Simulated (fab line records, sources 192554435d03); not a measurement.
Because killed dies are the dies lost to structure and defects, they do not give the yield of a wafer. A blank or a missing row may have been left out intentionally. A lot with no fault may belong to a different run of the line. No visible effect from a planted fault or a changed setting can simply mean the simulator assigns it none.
2 desks looking at one fault ; flow n5-finfet ; numbers are kept per desk, each desk with only its own; the story behind them comes last

FOR THE TOOL OWNER'S DESK: rie-diel-01
The tool's own readings at N5_BEOL_M13_ETCH_59 (etches BARC in N2/H2, target depth 89 nm, overetch 26.7 nm, time 67.9 s): means of the sampled wafers that have a number, for each lot that ran on this tool. Marked OUT: a lot whose mean sits more than 4 standard deviations from the usual mean, which makes it out of limits; the brackets give that distance.
Columns: A = drypump-motor-current-A at N5_BEOL_M13_ETCH_59, usual 5.9 A; B = oes-product-au at N5_BEOL_M13_ETCH_59, usual 0.66 a.u.; C = rf-vpp-V at N5_BEOL_M13_ETCH_59, usual 525.0 V; D = showerhead-plenum-p-Torr at N5_BEOL_M13_ETCH_59, usual 2.58 Torr; E = throttle-valve-pct at N5_BEOL_M13_ETCH_59, usual 17.84 %
lot;first seen here;A;B;C;D;E
L349;day 11 06:47;6.0;0.69;526.0;2.59;17.78
L355;day 12 06:32;6.0;0.69;523.5;2.55;17.84
L362;day 14 04:46;6.0;0.66;523.9;2.54;17.89
This desk found nothing out of limits on any of the 3 lots.

THE METROLOGY DESK
What the gauges read for every lot (on any tool): the sampled wafers with a number, averaged. Marked OUT: a lot whose mean sits more than 4 standard deviations from the usual mean, which makes it out of limits; the brackets give that distance.
Columns: A = M13_ILD_THK at N5_BEOL_M13_THK_MEAS_01, usual 836 nm; B = cd-nm at N5_BEOL_M13_CD_MEAS_17, usual 189.3 nm; C = cd-nm at N5_BEOL_M13_CD_MEAS_28, usual 210.1 nm
lot;first seen here;A;B;C
L347;day 10 18:19;835;187.3;211.6
L349;day 11 06:11;833;189.7;209.6
L351;day 11 21:28;834;189.2;209.5
L353;day 12 04:59;839;188.1;210.7
L356;day 12 05:38;836;189.6;211.5
L355;day 12 06:06;827;188.6;210.8
L359;day 13 17:11;836;188.8;209.3
L362;day 14 04:13;833;194.8;209.8
L366;day 15 18:04;847;190.0;210.2
L368;day 16 12:24;839;188.2;211.0
This desk found nothing out of limits on any of the 10 lots.

ALL TOGETHER
The tool owner's desk saw nothing out of limits.
The metrology desk saw nothing out of limits.

WHAT THE SIMULATOR HAD PUT IN
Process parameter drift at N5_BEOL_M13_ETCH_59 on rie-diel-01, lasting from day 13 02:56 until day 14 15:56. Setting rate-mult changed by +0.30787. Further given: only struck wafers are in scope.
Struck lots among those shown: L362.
